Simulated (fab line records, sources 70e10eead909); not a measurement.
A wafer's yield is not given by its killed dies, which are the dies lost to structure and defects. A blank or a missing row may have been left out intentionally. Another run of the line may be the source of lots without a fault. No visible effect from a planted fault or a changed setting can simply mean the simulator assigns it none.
Which tool is to blame? -- flow nand-harc -- 12 lots with 36 wafers sampled at 4 steps, on a route of 1159 steps

== WHAT THE GAUGES READ, wafer by wafer ==
NHARC_A_CONTACT_INSPECT_71.
lot,measured,on,raw-defect-count
L075,day 16 16:31,defect-inspect-01,25 26 30
L076,day 16 23:12,defect-inspect-02,18 23 19
L080,day 17 23:09,defect-inspect-01,13 24 23
L081,day 18 11:04,defect-inspect-01,31 40 19
L085,day 19 02:59,defect-inspect-01,37 27 20
L083,day 19 11:41,defect-inspect-01,27 22 23
L088,day 19 20:58,defect-inspect-02,42 41 44
L089,day 20 08:25,defect-inspect-01,8 6 10
L092,day 21 03:34,defect-inspect-01,37 39 20
L093,day 21 09:29,defect-inspect-02,47 49 39
L096,day 22 01:47,defect-inspect-02,19 18 15
L097,day 23 05:40,defect-inspect-02,45 42 51

== EACH LOT AND THE TOOL THAT RAN IT (in order: tool; ch and the chambers of the sampled wafers; start) ==
lot,NHARC_A_CONTACT_ETCH_50,NHARC_A_CONTACT_ETCH_112,NHARC_A_CONTACT_DEP_57
L075,"rie-diel-07 ch 1,2, day 16 10:41 or earlier","har-cap-etch-02 ch 0,1, day 16 10:41","acl-dep-02 ch 0, day 16 13:49"
L076,"rie-diel-02 ch 1,3, day 16 15:29 or earlier","har-cap-etch-03 ch 0,1, day 16 15:29","acl-dep-01 ch 0, day 16 20:43"
L080,"rie-diel-07 ch 0,1,3, day 17 17:48 or earlier","har-cap-etch-03 ch 0,1, day 17 17:48","acl-dep-01 ch 0, day 17 20:50"
L081,"rie-diel-09 ch 0,3, day 18 05:46 or earlier","har-cap-etch-02 ch 0,1, day 18 05:46","acl-dep-01 ch 0, day 18 08:30"
L085,"rie-diel-02 ch 0,2, day 18 21:20 or earlier","har-cap-etch-01 ch 0, day 18 21:20","acl-dep-03 ch 0, day 19 00:24"
L083,"rie-diel-02 ch 0,1,2, day 19 05:29 or earlier","har-cap-etch-01 ch 0,1, day 19 05:29","acl-dep-02 ch 0, day 19 09:05"
L088,"rie-diel-07 ch 0,2, day 19 15:33 or earlier","har-cap-etch-01 ch 0,1, day 19 15:33","acl-dep-01 ch 0, day 19 18:21"
L089,"rie-diel-02 ch 0,1,2, day 20 02:40 or earlier","har-cap-etch-02 ch 0,1, day 20 02:40","acl-dep-01 ch 0, day 20 06:24"
L092,"rie-diel-02 ch 0,1,2, day 20 19:36 or earlier","har-cap-etch-01 ch 0,1, day 20 19:36","acl-dep-02 ch 0, day 21 00:47"
L093,"rie-diel-07 ch 0,2,3, day 21 02:01 or earlier","har-cap-etch-01 ch 0,1, day 21 02:01","acl-dep-01 ch 0, day 21 07:11"
L096,"rie-diel-09 ch 0,2,3, day 21 18:55 or earlier","har-cap-etch-02 ch 0,1, day 21 18:55","acl-dep-02 ch 0, day 21 23:13"
L097,"rie-diel-02 ch 0,1,2, day 22 22:20 or earlier","har-cap-etch-01 ch 0,1, day 22 22:20","acl-dep-03 ch 0, day 23 03:27"
- NHARC_A_CONTACT_ETCH_50: etches the open film in CF4/CHF3, target depth 84.7 nm, time 42.4 s.
- NHARC_A_CONTACT_ETCH_112: etches the open film in C4F8/O2/Ar, time 94 s, target depth 922 nm.
- NHARC_A_CONTACT_DEP_57: deposits aC, target thk 2800 nm.

== THE ANSWER, worked out from the rows above alone ==
Rule: usual is defined by the lots themselves. Put in order of their means at a reading, lots are off if they are a third of the lots or fewer, leave a main group of 4 or more, and stand apart from it by a gap of 3 or more times the standard deviation of the main group's means; of several such gaps the widest counts. A main group is skipped when, at the precision printed for the reading in the tables above, its means are all equal. Also off: a lot with no number at a reading for which 4 or more lots have one. Any other lot the step has rows for is counted as sound.
Nothing can be told from this: no lot is off at any reading shown.

== WHAT HAD BEEN PUT IN BY THE SIMULATOR ==
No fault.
